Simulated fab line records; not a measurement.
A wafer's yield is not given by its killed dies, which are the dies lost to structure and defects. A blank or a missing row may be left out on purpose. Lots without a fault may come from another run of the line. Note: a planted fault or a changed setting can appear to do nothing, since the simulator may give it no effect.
One fault through the eyes of 3 desks    flow nand-harc    numbers are kept per desk, each desk with only its own; the story behind them comes last

THE TOOL OWNER'S DESK: pecvd-onon-02
The tool's own readings at NHARC_A_ONON_D1_DEP_28 (target thk 1000 nm): means of the sampled wafers that have a number, for each lot that ran on this tool. Any lot whose mean is over 4 standard deviations away from the usual mean is out of limits and marked OUT; that distance is given in the brackets.
Columns: A = n2-flow-sccm at NHARC_A_ONON_D1_DEP_28, usual 2749 sccm
lot   first seen here  A
L785  day 8 12:43      2741
L795  day 12 11:47     2752
L796  day 13 00:26     2743
L803  day 15 13:56     2753
L806  day 17 00:31     2748
Finding of this desk: none of the 5 lots has anything out of limits.

THE DEFECT DESK
Inspection counts along the route, by lot: the mean over sampled wafers that carry a number. Any lot whose mean is over 4 standard deviations away from the usual mean is out of limits and marked OUT; that distance is given in the brackets.
Columns: A = raw-defect-count at NHARC_A_ONON_D1_INSPECT_32, usual 67
lot   first seen here  A
L785  day 8 13:47      65
L786  day 8 23:04      138
L789  day 9 18:28      71
L795  day 12 12:47     67
L796  day 13 01:30     47
L799  day 14 06:43     60
L800  day 14 07:08     71
L801  day 14 20:19     57
L802  day 15 07:20     57
L803  day 15 14:58     90
L804  day 16 01:06     54
L805  day 17 01:32     76
L806  day 17 01:35     77
L807  day 17 10:16     55
Finding of this desk: none of the 14 lots has anything out of limits.

METROLOGY DESK
What the gauges read, lot by lot, whatever tool the lot ran on: means of the sampled wafers that have a number. Any lot whose mean is over 4 standard deviations away from the usual mean is out of limits and marked OUT; that distance is given in the brackets.
Columns: A = thk-nm at NHARC_A_ONON_D1_THK_MEAS_14, usual 997 nm; B = thk-nm at NHARC_A_ONON_D1_THK_MEAS_30, usual 998 nm
lot   first seen here  A     B
L785  day 8 02:53      989   1003
L786  day 8 08:56      989   1019
L789  day 9 04:31      1001  982
L795  day 12 00:58     979   1057 (+4.5) OUT
L796  day 12 14:05     1007  1052 (+4.2) OUT
L799  day 13 19:58     996   1001
L800  day 13 20:10     992   1010
L801  day 14 09:43     991   997
L802  day 14 19:17     1007  1017
L803  day 15 04:19     1002  999
L804  day 15 14:23     996   986
L805  day 16 11:39     1008  1008
L806  day 16 11:39     1010  996
L807  day 16 23:16     1004  982
This desk's finding: out of limits on L795, L796; first on L795, day 12 12:14 (thk-nm at NHARC_A_ONON_D1_THK_MEAS_30). L785, L786, L789, L799, L800, L801, L802, L803, L804, L805, L806, L807 stayed within limits.

TAKEN TOGETHER
On L795, L796, the metrology desk was in a position to raise an alarm at day 12 12:14.
The desk of the tool owner found nothing out of limits.
No out-of-limits result turned up at the defect desk.
On record at the tool owner's desk: L795, L796, within its limits.
The defect desk has L795, L796 on record, within its limits.
Of the lots named, all ran NHARC_A_ONON_D1_DEP_28 on pecvd-onon-02.

WHAT WAS PUT IN BY THE SIMULATOR
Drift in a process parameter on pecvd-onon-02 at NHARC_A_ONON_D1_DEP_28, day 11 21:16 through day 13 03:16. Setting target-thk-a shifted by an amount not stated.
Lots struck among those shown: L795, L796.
Hours from the fault's start to each desk's first reading out of limits: the metrology desk, 15.
